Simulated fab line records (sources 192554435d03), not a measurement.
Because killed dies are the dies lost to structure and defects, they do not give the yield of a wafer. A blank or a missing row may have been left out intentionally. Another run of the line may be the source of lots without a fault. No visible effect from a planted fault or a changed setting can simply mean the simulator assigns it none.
Chamber matching :: flow n5-finfet :: N5_BEOL_M8_DESCUM_33 on rie-diel-05: 4 sister chambers
The step chemistry O2, time 7 s. 8 wafers are shown with their chamber, then 9 later ones without.

== WAFERS, EACH WITH ITS CHAMBER ==
wafer: L076.6
chamber: 0
throttle-valve-pct (%): 20.16
showerhead-plenum-p-Torr (Torr): 2.02

wafer: L079.1
chamber: 2
throttle-valve-pct (%): 20.20
showerhead-plenum-p-Torr (Torr): 2.02

wafer: L079.5
chamber: 3
throttle-valve-pct (%): 20.82
showerhead-plenum-p-Torr (Torr): 2.15

wafer: L084.5
chamber: 2
throttle-valve-pct (%): 20.19
showerhead-plenum-p-Torr (Torr): 2.02

wafer: L084.6
chamber: 1
throttle-valve-pct (%): 20.51
showerhead-plenum-p-Torr (Torr): 2.06

wafer: L089.1
chamber: 1
throttle-valve-pct (%): 20.51
showerhead-plenum-p-Torr (Torr): 2.05

wafer: L089.2
chamber: 0
throttle-valve-pct (%): 20.19
showerhead-plenum-p-Torr (Torr): 2.02

wafer: L089.3
chamber: 3
throttle-valve-pct (%): 20.85
showerhead-plenum-p-Torr (Torr): 2.14

== WAFERS MISSING THEIR CHAMBER ==
wafer: L088.1
throttle-valve-pct (%): 20.52
showerhead-plenum-p-Torr (Torr): 2.05

wafer: L088.3
throttle-valve-pct (%): 20.24
showerhead-plenum-p-Torr (Torr): 2.02

wafer: L088.5
throttle-valve-pct (%): 20.22
showerhead-plenum-p-Torr (Torr): 2.01

wafer: L093.1
throttle-valve-pct (%): 20.52
showerhead-plenum-p-Torr (Torr): 2.05

wafer: L093.2
throttle-valve-pct (%): 20.20
showerhead-plenum-p-Torr (Torr): 2.01

wafer: L093.5
throttle-valve-pct (%): 20.24
showerhead-plenum-p-Torr (Torr): 2.01

wafer: L092.2
throttle-valve-pct (%): 20.24
showerhead-plenum-p-Torr (Torr): 2.01

wafer: L092.4
throttle-valve-pct (%): 20.53
showerhead-plenum-p-Torr (Torr): 2.05

wafer: L092.6
throttle-valve-pct (%): 20.24
showerhead-plenum-p-Torr (Torr): 2.01

== WHICH CHAMBER EACH WENT THROUGH ==
wafer: L088.1
from the rows above: 1
in truth: 1

wafer: L088.3
from the rows above: can't be placed: 2 or 0
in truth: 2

wafer: L088.5
from the rows above: can't be placed: 2 or 0
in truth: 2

wafer: L093.1
from the rows above: 1
in truth: 1

wafer: L093.2
from the rows above: can't be placed: 2 or 0
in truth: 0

wafer: L093.5
from the rows above: can't be placed: 2 or 0
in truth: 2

wafer: L092.2
from the rows above: can't be placed: 2 or 0
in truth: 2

wafer: L092.4
from the rows above: 1
in truth: 1

wafer: L092.6
from the rows above: can't be placed: 2 or 0
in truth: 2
Placed correctly: 3 of 9. Not placeable from these rows: 6 (in 6, the candidates include the true chamber). Wrongly placed: 0.
How it was worked out, from the rows above alone: a wafer's distance from a chamber is the root of the sum, over the readings, of the square of ((its reading less the chamber's mean) divided by the reading's scatter). The wafer belongs to the nearest chamber; if the next one is less than 2 further off, it can't be placed. The mean given for a chamber averages the wafers shown for that chamber. The scatter: take each reading less its chamber's mean, square it, sum over the shown wafers, divide by the number of wafers less the number of chambers, and take the root.
